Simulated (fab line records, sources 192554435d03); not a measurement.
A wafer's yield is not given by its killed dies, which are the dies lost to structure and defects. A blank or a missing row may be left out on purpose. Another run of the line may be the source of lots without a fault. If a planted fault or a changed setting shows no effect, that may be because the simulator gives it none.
Chamber matching -- flow n5 finfet -- N5_MOL_CONTACT_COAG_ALD_133 on ald sin-01 has 4 sister chambers
The step deposits SiO2, target thk 5 nm, pulse time 1 s, co reactant pulse time 1 s. 4 wafers are shown with their chamber, then 10 later ones without.

## EACH WAFER AND ITS CHAMBER
wafer,chamber,heater power w (W)
L078.1,0,83
L085.1,1,70
L085.4,3,79
L085.5,2,80

## WAFERS MISSING THEIR CHAMBER
wafer,heater power w (W)
L085.6,67
L086.2,81
L086.3,70
L086.6,81
L090.2,70
L090.4,81
L090.5,67
L092.2,84
L092.3,69
L092.4,83

## CHAMBER TAKEN BY EACH
wafer,from the rows above,in truth
L085.6,1,1
L086.2,can't be placed: 2 or 0 or 3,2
L086.3,1,1
L086.6,can't be placed: 2 or 0 or 3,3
L090.2,1,1
L090.4,can't be placed: 2 or 0 or 3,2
L090.5,1,1
L092.2,can't be placed: 0 or 2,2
L092.3,1,1
L092.4,can't be placed: 0 or 2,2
Correctly placed: 5 of 10. Unplaceable from these rows: 5, with the true chamber sitting among the candidates in 5. Placed wrongly: 0.
How it was worked out, from the rows above alone: a wafer's distance from a chamber is the root of the sum, over the readings, of the square of ((its reading less the chamber's mean) divided by the reading's scatter). The wafer belongs to the nearest chamber; if the next one is less than 2 further off, it can't be placed. Each chamber's mean is taken over the wafers shown for it. The scatter (one wafer shown for each chamber): square how far every hidden wafer sits from the nearest shown wafer, average those squares and take the square root.
